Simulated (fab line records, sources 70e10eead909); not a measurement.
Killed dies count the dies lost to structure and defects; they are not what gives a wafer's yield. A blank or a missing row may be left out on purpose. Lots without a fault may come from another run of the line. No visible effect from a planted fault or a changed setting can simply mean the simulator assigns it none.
A lot that was struck, set against a sound lot | flow nandHarc | 16 steps out of a route of 1302
Sound: these wafers, L787.1, L787.5, L787.6. Struck: wafer L792.1 (left out: L792.4, L792.6 of the same lot, which were not struck); the cause appears at the end.
At each step with rows: each side's tool, then ch and its chambers, then its first start. Under that, the readings that differ: sound wafers | struck wafers | difference of the means | sigmas: that difference in standard deviations of wafers without a fault.
alike: words and numbers the same on both sides, and readings whose means are apart by under 2 such deviations; not compared: readings that were withheld, readings missing a value for some wafer, numbers with overlapping values and no deviation given by the record, and bounds like >300 which may hide the same value.
A row with sigmas, a row that says differs or no value, or rows on one side alone: a step with any of these is where the two part. Numbers that have no deviation but don't overlap get no sigmas and don't part them. A reading that every wafer of one side lacks parts them only if that side has two wafers or more.

NHARC_A_ONON_D2_THK_MEAS_02: measures by ellipsometry.
  sound: filmMetro-02 at day 15 18:32; struck: filmMetro-01 at day 18 06:25
reading    | sound          | struck | difference | sigmas
thkNm (nm) | 1009 1010 1009 | 986    | -23        | -3
then NHARC_A_ONON_D2_DEP_03 (target thk 1000 nm), 1 step lacking rows for these wafers.
NHARC_A_ONON_D2_THK_MEAS_05: measures by ellipsometry.
  sound: filmMetro-02 at day 15 19:07; struck: filmMetro-01 at day 18 06:59
reading    | sound          | struck | difference | sigmas
thkNm (nm) | 1029 1029 1027 | 1000   | -28        | -3
then NHARC_A_ONON_D2_DEP_06 (target thk 1000 nm), 1 step lacking rows for these wafers.
NHARC_A_ONON_D2_THK_MEAS_08: measures by ellipsometry.
  sound: filmMetro-01 at day 15 19:40; struck: filmMetro-01 at day 18 07:33
  alike: thkNm
then NHARC_A_ONON_D2_DEP_09 (target thk 1000 nm), 1 step lacking rows for these wafers.
NHARC_A_ONON_D2_THK_MEAS_11: measures by ellipsometry.
  sound: filmMetro-01 at day 15 20:14; struck: filmMetro-01 at day 18 08:07
reading    | sound          | struck | difference | sigmas
thkNm (nm) | 1011 1011 1009 | 990    | -20        | -2
then NHARC_A_ONON_D2_DEP_12 (target thk 1000 nm), 1 step lacking rows for these wafers.
NHARC_A_ONON_D2_THK_MEAS_14: measures by ellipsometry.
  sound: filmMetro-01 at day 15 20:48; struck: filmMetro-01 at day 18 08:41
  alike: thkNm
then, 2 steps without rows for these wafers: NHARC_A_ONON_D2_ANNEAL_15 (time 3600 s); NHARC_A_ONON_D2_DEP_16 (target thk 1000 nm).
NHARC_A_ONON_D2_THK_MEAS_18: measures by ellipsometry.
  sound: filmMetro-01 at day 16 01:46; struck: filmMetro-01 at day 18 16:01
  alike: thkNm
NHARC_A_ONON_D2_DEP_19: target thk 1000 nm.
  sound on pecvdOnon-04 ch 0, day 16 01:50; struck on pecvdOnon-04 ch 0, day 18 16:04
NHARC_A_ONON_D2_THK_MEAS_21: measures by ellipsometry.
  sound: filmMetro-01 at day 16 02:20; struck: filmMetro-02 at day 18 16:35
reading    | sound          | struck | difference | sigmas
thkNm (nm) | 1005 1005 1006 | 1523   | +518       | +61
then NHARC_A_ONON_D2_DEP_22 (target thk 1000 nm), 1 step lacking rows for these wafers.
-- record jumps: 12 days between struck wafers' starts before vs after; left off in module A_ONON_D2, resumes in module END, first step shown is number 1302 of the route --
NHARC_END_SORT_01:
  the record has rows for the struck wafers here (prober-02 ch 0, day 30 11:09) and none for the sound ones

WHERE THEY PART
First at NHARC_A_ONON_D2_THK_MEAS_02; last, within this record, at NHARC_END_SORT_01.

WHY: the cause the simulator had injected
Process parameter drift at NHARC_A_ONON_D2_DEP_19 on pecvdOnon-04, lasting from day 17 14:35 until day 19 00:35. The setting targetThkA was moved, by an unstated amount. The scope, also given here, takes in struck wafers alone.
